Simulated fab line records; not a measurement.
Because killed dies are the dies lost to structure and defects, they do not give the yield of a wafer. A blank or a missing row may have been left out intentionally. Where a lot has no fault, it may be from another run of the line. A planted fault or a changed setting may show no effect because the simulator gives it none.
Which tool was responsible? -- flow nand harc -- 12 lots, 36 wafers sampled, at 2 steps of a route of 1302

WHAT THE GAUGES READ, wafer by wafer
NHARC_A_SLIT_INSPECT_11.
lot,measured,on,raw defect count
L990,day 18 18:53,defect inspect-02,55 79 56
L991,day 19 00:49,defect inspect-01,70 85 74
L994,day 19 23:51,defect inspect-01,129 125 127
L992,day 20 00:50,defect inspect-01,72 59 52
L995,day 21 01:43,defect inspect-02,67 60 61
L993,day 21 01:53,defect inspect-02,101 116 128
L103,day 23 23:53,defect inspect-02,62 80 55
L104,day 24 08:44,defect inspect-01,19 17 32
L109,day 27 09:38,defect inspect-02,26 42 28
L112,day 27 19:34,defect inspect-02,38 36 35
L111,day 27 21:35,defect inspect-01,44 66 46
L113,day 28 03:44,defect inspect-02,56 58 52

NHARC_A_SLIT_CD_MEAS_21.
lot,measured,on,cd nm (nm)
L990,day 19 01:19,cd sem-03,288.7 288.8 288.6
L991,day 19 09:23,cd sem-02,288.8 289.0 289.3
L994,day 20 06:13,cd sem-01,289.5 290.8 290.2
L992,day 20 07:29,cd sem-03,291.5 291.0 290.8
L995,day 21 08:04,cd sem-02,288.1 289.5 288.4
L993,day 21 08:13,cd sem-01,290.4 290.4 289.5
L103,day 24 06:17,cd sem-03,290.6 290.9 290.4
L104,day 24 15:43,cd sem-02,290.1 290.3 290.0
L109,day 27 15:58,cd sem-01,288.8 290.9 289.8
L112,day 28 01:53,cd sem-03,290.2 290.3 291.0
L111,day 28 05:43,cd sem-02,290.4 291.3 289.3
L113,day 28 10:20,cd sem-01,289.0 290.0 288.8

TOOL THAT RAN EACH LOT (tool first, then ch and the chambers of the sampled wafers, then the start)
No process step before these readings appears in the record.

WHAT THE TOOLS THEMSELVES READ (means of the sampled wafers that have a number; where no wafer has one, the mark that the record gives instead)
The record holds no such reading with a usual standard deviation.

THE ANSWER, worked out from the rows above alone
Rule: the usual values come from the lots themselves. Put in order of their means at a reading, lots are off if they are a third of the lots or fewer, leave a main group of 4 or more, and stand apart from it by a gap of 3 or more times the standard deviation of the main group's means; of several such gaps the widest counts. Not used: any main group whose means are identical at the precision the tables above print for the reading. Also off: a lot with no number at a reading for which 4 or more lots have one. The other lots that the step has rows for count as sound. Order of review: gauges by route order, followed by the tools' own readings, for which a lot's mean as printed above is used. The first step at which some lot is off is used, and at that step the reading that is off furthest; a lot without a number counts as furthest.
Across all readings shown, no lot is off: no conclusion can be drawn from this.

WHAT THE SIMULATOR HAD INSERTED
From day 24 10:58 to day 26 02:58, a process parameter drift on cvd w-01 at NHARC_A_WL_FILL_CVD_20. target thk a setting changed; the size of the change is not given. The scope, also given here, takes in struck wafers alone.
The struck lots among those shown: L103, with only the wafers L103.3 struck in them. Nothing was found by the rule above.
